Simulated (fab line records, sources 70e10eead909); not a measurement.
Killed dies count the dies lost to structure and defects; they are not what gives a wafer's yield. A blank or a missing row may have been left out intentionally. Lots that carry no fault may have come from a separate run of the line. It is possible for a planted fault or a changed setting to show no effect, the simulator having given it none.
fab line records	flow nand-harc
record lots=13	wafers=39	last-day=33
route steps=1302 shown A_M1@1201 A_BONDPAD@1204 END@1302
lots that met no fault: taken from a fault-free run of the same line
start-h: start of the lot's first displayed wafer, in hours after the record's first day	wait-h: hours since the lot's step before	" as in the row above	L1.1+2: a row that stands for several wafers	- either no value or no given start	* or withheld: withheld	< > ~ a bound
route shown NAME@n: a module of which the file shows steps, and the number in the route of the first	usual: mean and standard deviation over wafers with no fault	same: alike in all rows	chamber/n: place in a boat	sites: readings site by site	_std_site: standard deviation across them	_edge_site: outer sites' mean less inner sites'	radius-mm: how far each site lies from the wafer's centre	mask NAME#n: copy n	behind: tool/chamber where the wafer was last shaped	hold: cause of the lot's hold/its duration in hours/its outcome	device: whichever transistor did not switch (one of n, p or np)	end of line: tests of these same wafers at the route's end	a step given without rows: its recipe and nothing more	killed: not the wafer's yield, but the dies lost to structure and defects at the first sort	map: a wafer's dies, marking killed ones x, the rest . and places with no die _
set.NAME: setting as actually run; set.NAME@STEP: the setting as run at that earlier step	model.NAME: the simulator's own value behind a step, which no gauge read
a sample of lots followed through the steps of the route, with each step as a table and each wafer as a row
services: the hour from which a tool's chamber was out of use, counted from the record's first day as start-h (under 0 if before that day), plus the number of hours and why
## steps
# step NHARC_A_M1_DEP_33
# recipe target-thk-a=300	temp-c=370	target-thk-nm=30	pressure-torr=3	flow-sccm=200	rf-w=450	material=SiCN
# usual heater-power-outer-w=322/50	heater-power-w=574/63
lot.wafer	tool	chamber	start-h	wait-h	heater-power-outer-w	heater-power-w
L735.3	pecvd-01	2	553.63	0.1	333	590
L735.6	"	0	"	"	340	576
L735.4	"	1	"	"	288	551
L734.1	pecvd-04	1	554.97	0.1	398	682
L734.4	"	1	"	"	400	705
L734.5	"	2	"	"	404	670
L736.2	pecvd-03	2	565.32	0.1	298	552
L736.3	"	0	"	"	202	450
L736.5	"	2	"	"	311	537
L737.3	pecvd-01	2	589.19	0.1	363	610
L737.1	"	0	"	"	366	613
L737.6	"	1	"	"	273	521
L740.3	pecvd-03	2	623.56	0.1	260	495
L740.6	"	0	"	"	269	545
L740.4	"	1	"	"	347	602
L744.3	pecvd-03	2	635.94	0.1	294	538
L744.2	"	0	"	"	234	477
L744.6	"	2	"	"	292	538
L743.3	pecvd-01	1	636.44	0.1	292	533
L743.1	"	2	"	"	383	664
L743.2	"	0	"	"	351	567
L742.2	pecvd-01	2	638.23	0.1	340	617
L742.4	"	2	"	"	341	613
L742.5	"	0	"	"	299	501
L741.1	pecvd-01	0	642.29	0.1	374	606
L741.3	"	1	"	"	265	513
L741.5	"	2	"	"	339	573
L751.3	pecvd-03	2	716.06	0.1	254	468
L751.4	"	2	"	"	245	477
L751.6	"	0	"	"	256	528
L750.4	pecvd-03	2	726.63	0.2	281	507
L750.5	"	0	"	"	244	478
L750.6	"	1	"	"	410	675
L752.2	pecvd-01	2	739.76	0.1	302	536
L752.1	"	0	"	"	357	566
L752.4	"	0	"	"	353	601
L755.2	pecvd-04	1	763.60	0.1	341	656
L755.4	"	1	"	"	352	640
L755.5	"	1	"	"	359	655
# step NHARC_A_BONDPAD_THK_MEAS_30
# recipe thk-meas-gauge=ellipsometry
# usual thk-nm=200.2/1.4
lot.wafer	tool	chamber	start-h	wait-h	thk-nm
L735.3	film-metro-01	-	554.76	0.2	200.8
L735.4	"	-	"	"	199.8
L735.6	"	-	"	"	202.8
L734.1	film-metro-01	-	556.14	0.2	200.7
L734.4	"	-	"	"	200.6
L734.5	"	-	"	"	200.5
L736.2	film-metro-02	-	566.79	0.2	199.6
L736.3	"	-	"	"	202.1
L736.5	"	-	"	"	199.9
L737.1	film-metro-02	-	590.39	0.2	201.5
L737.3	"	-	"	"	198.2
L737.6	"	-	"	"	199.0
L740.3	film-metro-01	-	624.77	0.2	199.2
L740.4	"	-	"	"	202.4
L740.6	"	-	"	"	199.8
L744.2	film-metro-01	-	637.15	0.2	199.7
L744.3	"	-	"	"	199.6
L744.6	"	-	"	"	201.1
L743.1	film-metro-02	-	637.65	0.2	200.3
L743.2	"	-	"	"	200.7
L743.3	"	-	"	"	202.2
L742.2	film-metro-02	-	639.45	0.2	198.9
L742.4	"	-	"	"	203.0
L742.5	"	-	"	"	198.8
L741.1	film-metro-02	-	643.46	0.1	198.4
L741.3	"	-	"	"	200.3
L741.5	"	-	"	"	199.3
L751.3	film-metro-02	-	717.24	0.2	199.4
L751.4	"	-	"	"	199.6
L751.6	"	-	"	"	200.4
L750.4	film-metro-02	-	727.71	0.2	199.6
L750.5	"	-	"	"	199.6
L750.6	"	-	"	"	201.0
L752.1	film-metro-02	-	741.02	0.1	199.2
L752.2	"	-	"	"	199.8
L752.4	"	-	"	"	200.6
L755.2	film-metro-02	-	764.94	0.2	199.6
L755.4	"	-	"	"	201.9
L755.5	"	-	"	"	201.7
# step NHARC_A_BONDPAD_ETCH_34
# recipe target-depth-a=600	overetch-a=180	time-s=65.91	ion-energy-ev=200	n2-flow-sccm=150	h2-flow-sccm=150	ar-flow-sccm=0	rf-w=400	bias-w=150	chemistry=N2/H2
# usual bias-w=150.0/0.47	chamber-pressure-mTorr=29.996/0.027	drypump-motor-current-A=5.70/0.24	oes-product-au=0.999/0.01	rf-vpp-V=431/3.2	showerhead-plenum-p-Torr=2.07/0.11	throttle-valve-pct=14.171/0.0087
lot.wafer	tool	chamber	start-h	wait-h	bias-w	chamber-pressure-mTorr	drypump-motor-current-A	oes-product-au	rf-hours-counter-h	rf-vpp-V	showerhead-plenum-p-Torr	throttle-valve-pct
L735.3	rie-diel-12	1	555.63	0.1	150.3	30.014	5.37	1.016	23	433	2.13	14.165
L735.4	"	1	"	"	150.8	30.046	5.34	1.003	-	433	2.13	14.171
L735.6	"	3	"	"	149.9	30.005	5.83	0.988	-	430	1.98	14.166
L734.1	rie-diel-02	3	557.01	0.1	150.8	30.031	5.73	0.987	53	430	2.04	14.172
L734.4	"	0	"	"	150.5	29.985	6.29	1.016	50	427	1.91	14.162
L734.5	"	1	"	"	150.4	30.008	5.12	1.000	-	431	2.11	14.168
L736.3	rie-diel-08	3	567.65	0.1	149.6	29.985	5.57	1.001	0	431	2.07	14.186
L736.2	"	0	"	"	150.1	30.020	5.96	1.013	0	433	2.18	14.183
L736.5	"	3	"	"	149.6	30.013	5.58	0.996	-	432	2.07	14.183
L737.3	rie-diel-12	3	591.14	0.1	149.6	29.995	5.85	0.984	26	430	1.97	14.161
L737.1	"	0	"	"	149.7	29.970	5.41	0.992	22	428	1.89	14.170
L737.6	"	2	"	"	150.2	30.033	5.89	0.990	-	432	2.11	14.176
L740.3	rie-diel-08	0	625.51	0.1	150.3	29.986	5.96	0.995	2	435	2.18	14.161
L740.4	"	1	"	"	150.2	30.015	5.93	0.996	2	433	2.17	14.159
L740.6	"	0	"	"	149.9	30.000	5.96	1.004	-	436	2.18	14.176
L744.2	rie-diel-08	0	638.02	0.1	149.9	29.959	5.94	1.014	2	434	2.18	14.170
L744.3	"	1	"	"	150.0	29.948	5.90	1.002	3	433	2.17	14.165
L744.6	"	2	"	"	149.6	30.005	5.48	0.981	-	425	1.89	14.170
L743.3	rie-diel-08	0	638.51	0.1	149.8	30.013	5.94	1.013	2	435	2.18	14.176
L743.1	"	1	"	"	149.6	29.997	5.91	1.005	3	433	2.17	14.166
L743.2	"	2	"	"	149.8	30.001	5.50	0.992	3	427	1.89	14.185
L742.4	rie-diel-08	1	640.19	0.1	150.5	29.952	5.92	1.003	3	433	2.17	14.166
L742.2	"	3	"	"	150.5	29.967	5.59	0.989	3	431	2.07	14.183
L742.5	"	1	"	"	150.2	29.983	5.93	0.998	-	434	2.17	14.159
L741.1	rie-diel-08	1	644.20	0.1	149.9	30.009	5.91	0.994	3	433	2.17	14.163
L741.3	"	0	"	"	149.1	29.990	5.94	1.011	3	435	2.18	14.172
L741.5	"	1	"	"	150.3	30.002	5.94	0.987	-	433	2.17	14.165
L751.4	rie-diel-08	0	718.14	0.1	-	-	-	-	-	-	-	-
L751.3	"	1	"	"	-	-	-	-	-	-	-	-
L751.6	"	3	"	"	-	-	-	-	-	-	-	-
L750.4	rie-diel-12	3	728.65	0.1	-	-	-	-	-	-	-	-
L750.6	"	3	"	"	-	-	-	-	-	-	-	-
L750.5	"	0	"	"	-	-	-	-	-	-	-	-
L752.1	rie-diel-08	0	741.76	0.1	-	-	-	-	-	-	-	-
L752.4	"	2	"	"	-	-	-	-	-	-	-	-
L752.2	"	3	"	"	-	-	-	-	-	-	-	-
L755.4	rie-diel-08	0	765.82	0.1	150.3	29.977	5.97	0.985	1	434	2.18	14.181
L755.2	"	1	"	"	150.3	30.015	5.91	0.989	1	435	2.17	14.162
L755.5	"	2	"	"	150.2	29.994	5.47	0.995	-	428	1.89	14.183
# step NHARC_A_BONDPAD_CD_MEAS_13
# usual cd-nm=499.1/2.1
lot.wafer	tool	chamber	start-h	wait-h	cd-nm
L735.3	cd-sem-03	-	555.90	-	493.5
L735.4	"	-	"	"	498.3
L735.6	"	-	"	"	497.1
L734.1	cd-sem-03	-	557.23	-	501.4
L734.4	"	-	"	"	501.9
L734.5	"	-	"	"	498.8
L736.2	cd-sem-01	-	567.89	-	498.5
L736.3	"	-	"	"	497.4
L736.5	"	-	"	"	498.2
L737.1	cd-sem-01	-	591.36	-	498.1
L737.3	"	-	"	"	500.4
L737.6	"	-	"	"	497.9
L740.3	cd-sem-03	-	625.74	-	497.1
L740.4	"	-	"	"	499.0
L740.6	"	-	"	"	497.2
L744.2	cd-sem-03	-	638.24	-	499.5
L744.3	"	-	"	"	498.0
L744.6	"	-	"	"	497.5
L743.1	cd-sem-03	-	638.73	-	500.5
L743.2	"	-	"	"	497.2
L743.3	"	-	"	"	499.2
L742.2	cd-sem-03	-	640.43	-	499.5
L742.4	"	-	"	"	499.8
L742.5	"	-	"	"	503.6
L741.1	cd-sem-02	-	644.43	-	499.1
L741.3	"	-	"	"	499.0
L741.5	"	-	"	"	499.2
L751.3	cd-sem-02	-	718.37	-	501.3
L751.4	"	-	"	"	495.4
L751.6	"	-	"	"	499.5
L750.4	cd-sem-03	-	728.89	-	496.0
L750.5	"	-	"	"	498.6
L750.6	"	-	"	"	497.4
L752.1	cd-sem-03	-	741.99	-	499.9
L752.2	"	-	"	"	497.7
L752.4	"	-	"	"	499.7
L755.2	cd-sem-01	-	766.04	-	499.2
L755.4	"	-	"	"	504.3
L755.5	"	-	"	"	499.9
# step NHARC_END_SORT_01
# recipe temp-c=25
# usual defect-limited-yield=90.6/2.6	killed-at-array=58/18	killed-at-other=1.0/1.5	killed-at-periphery=4/3.1	killed-dies=64/18	killed-open=3.4/1.9	killed-short=2.7/1.7
# same gross-dies=677
lot.wafer	tool	chamber	start-h	wait-h	defect-limited-yield[%]	killed-at-array	killed-at-other	killed-at-periphery	killed-dies	killed-open	killed-short
L744.2	prober-02	0	671.36	2.8	91.0	56	1	4	61	5	4
L744.3	prober-02	0	672.16	3.1	90.1	63	2	2	67	5	2
L744.6	prober-02	0	674.56	4.0	91.3	55	0	4	59	2	3
L751.3	prober-02	0	749.44	3.1	0	676	0	1	677	2	1
L751.4	prober-02	0	750.25	3.4	0	668	3	6	677	6	7
L751.6	prober-02	0	751.85	4.0	0	671	3	3	677	2	0
L750.4	prober-01	0	769.13	3.4	0	670	1	6	677	1	5
L750.5	prober-01	0	769.94	3.7	0	674	1	2	677	4	2
L750.6	prober-01	0	770.75	4.1	0	668	4	5	677	5	5
L752.1	prober-02	0	776.75	2.5	0	673	1	3	677	2	1
L752.2	prober-02	0	777.57	2.8	0	672	1	4	677	2	4
L752.4	prober-02	0	779.19	3.4	0	663	6	8	677	5	4
# killed by level:class
L744.2 A_SLIT:chamber-film-flake=22 A_CHANNEL_HOLE_D2:chamber-film-flake=14 A_CHANNEL_HOLE_D1:chamber-film-flake=5 P_BONDPAD:chamber-film-flake=2 A_DECK1_JOINT:chamber-film-flake=2 A_STAIRCASE:chamber-film-flake=2 A_ONON_D1:geometric-particle:open=1 A_CHANNEL_FILL_D1:geometric-particle:short=1
L744.3 A_SLIT:chamber-film-flake=29 A_CHANNEL_HOLE_D2:chamber-film-flake=11 A_CHANNEL_HOLE_D1:chamber-film-flake=5 A_CONTACT:chamber-film-flake=5 A_WL_FILL:chamber-film-flake=3 P_BONDPAD:chamber-film-flake=2 A_DECK1_JOINT:chamber-film-flake=2 A_SOURCE_PLATE:geometric-particle:short=1
L744.6 A_SLIT:chamber-film-flake=28 A_CHANNEL_HOLE_D1:chamber-film-flake=7 A_CONTACT:chamber-film-flake=6 A_CHANNEL_HOLE_D2:chamber-film-flake=5 A_SGD_CUT:geometric-particle:short=2 P_BONDPAD:chamber-film-flake=2 A_DECK1_JOINT:chamber-film-flake=2 A_STAIRCASE:chamber-film-flake=2
L751.3 A_BONDPAD:area-etch=582 A_CHANNEL_HOLE_D1:chamber-film-flake=37 A_SLIT:chamber-film-flake=32 A_CHANNEL_HOLE_D2:chamber-film-flake=17 A_CHANNEL_FILL_D1:chamber-film-flake=2 A_ONON_D1:geometric-particle:short=1 A_CHANNEL_FILL_D1:geometric-particle:open=1 A_M0:geometric-particle:open=1
L751.4 A_BONDPAD:area-etch=583 A_CHANNEL_HOLE_D1:chamber-film-flake=33 A_SLIT:chamber-film-flake=21 A_CHANNEL_HOLE_D2:chamber-film-flake=16 A_WL_FILL:chamber-film-flake=3 THIN_TSV:chamber-film-flake=3 P_CONTACT:geometric-particle:short=2 A_ONON_D1:geometric-particle:short=2
L751.6 A_BONDPAD:area-etch=595 A_CHANNEL_HOLE_D1:chamber-film-flake=30 A_SLIT:chamber-film-flake=27 A_CHANNEL_HOLE_D2:chamber-film-flake=12 THIN_TSV:chamber-film-flake=3 P_BONDPAD:chamber-film-flake=2 A_WL_FILL:chamber-film-flake=2 P_CONTACT:geometric-particle:open=1
L750.4 A_BONDPAD:area-etch=647 A_SLIT:chamber-film-flake=10 A_CHANNEL_HOLE_D1:chamber-film-flake=4 P_GATE:chamber-film-flake=2 A_STAIRCASE:chamber-film-flake=2 A_WL_FILL:chamber-film-flake=2 P_M0:geometric-particle:open=1 P_M1:geometric-particle:short=1
L750.5 A_BONDPAD:area-etch=649 A_CHANNEL_HOLE_D1:chamber-film-flake=9 A_SLIT:chamber-film-flake=4 A_CHANNEL_FILL_D2:geometric-particle:open=2 A_ZERO_WELL:chamber-film-flake=2 A_CONTACT:chamber-film-flake=2 A_ONON_D1:geometric-particle:short=1 A_CHANNEL_FILL_D1:geometric-particle:short=1
L750.6 A_BONDPAD:area-etch=642 A_CHANNEL_HOLE_D1:chamber-film-flake=11 A_SLIT:chamber-film-flake=7 THIN_TSV:chamber-film-flake=3 A_M0:geometric-particle:short=2 P_STI:chamber-film-flake=2 P_GATE:geometric-particle:open=1 P_M0:geometric-particle:open=1
L752.1 A_BONDPAD:area-etch=600 A_SLIT:chamber-film-flake=30 A_CONTACT:chamber-film-flake=15 A_CHANNEL_HOLE_D2:chamber-film-flake=12 A_CHANNEL_HOLE_D1:chamber-film-flake=8 A_STAIRCASE:chamber-film-flake=3 P_CONTACT:chamber-film-flake=2 A_BLC:chamber-film-flake=2
L752.2 A_BONDPAD:area-etch=604 A_CHANNEL_HOLE_D2:chamber-film-flake=18 A_SLIT:chamber-film-flake=18 A_CONTACT:chamber-film-flake=12 A_CHANNEL_HOLE_D1:chamber-film-flake=8 A_BONDPAD:chamber-film-flake=4 A_ONON_D2:geometric-particle:short=2 P_ZERO_WELL:chamber-film-flake=2
L752.4 A_BONDPAD:area-etch=593 A_SLIT:chamber-film-flake=30 A_CHANNEL_HOLE_D2:chamber-film-flake=11 A_CONTACT:chamber-film-flake=10 A_CHANNEL_HOLE_D1:chamber-film-flake=8 THIN_TSV:chamber-film-flake=6 A_BLC:geometric-particle:open=3 P_ZERO_WELL:chamber-film-flake=3
## services
tool	chamber	start-h	hours	kind
rie-diel-08	-	538.02	0.3	repair
rie-diel-02	3	538.62	6.4	repair
pecvd-03	1	542.80	23.6	repair
rie-diel-08	-	544.85	9.0	pm
rie-diel-08	0	544.85	9.0	vent-cycle
rie-diel-08	1	544.85	9.0	vent-cycle
rie-diel-08	2	544.85	9.0	vent-cycle
pecvd-01	-	545.39	3.4	repair
pecvd-03	-	547.75	13.0	pm
rie-diel-02	-	571.06	9.0	pm
rie-diel-12	2	574.55	3.9	repair
rie-diel-08	3	581.01	3.1	repair
rie-diel-12	-	622.48	9.0	pm
pecvd-04	-	631.00	13.0	pm
pecvd-01	-	631.15	0.5	repair
rie-diel-02	-	663.47	0.3	repair
rie-diel-12	-	669.03	5.1	repair
pecvd-01	-	673.85	13.0	pm
pecvd-03	2	674.89	8.4	repair
rie-diel-12	2	710.59	2.6	repair
rie-diel-08	-	721.85	9.0	pm
pecvd-03	-	728.75	13.0	pm
rie-diel-02	-	748.06	9.0	pm
pecvd-04	0	755.89	17.4	repair
## key
first-sign step=NHARC_A_BONDPAD_ETCH_34	reading=tool-record	direction=missing
effect step=NHARC_END_SORT_01	reading=killed-at-array	direction=up	sigmas=35	usual=58	struck=671
more-kills-born-at NHARC_A_BONDPAD_ETCH_34@rie-diel-08=3555	NHARC_A_BONDPAD_ETCH_34@rie-diel-12=1938
met-at NHARC_A_BONDPAD_ETCH_34
struck-lots L750,L751,L752
later-rows-left-out L750.4,L750.5,L750.6,L751.3,L751.4,L751.6,L752.1,L752.2,L752.4
not-acting-at NHARC_A_M1_DEP_33,NHARC_A_BONDPAD_THK_MEAS_30,NHARC_A_BONDPAD_CD_MEAS_13
onset-between 644.20 718.14
fault kind=skipped-step-whole	tool=rie-diel-08,rie-diel-12	chamber=-	onset-h=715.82	steps=NHARC_A_BONDPAD_ETCH_34	scope=struck-lots-only
# later-rows-left-out: the simulator's readings of these wafers behind a module that went badly wrong aren't trusted and aren't shown, but for the sort
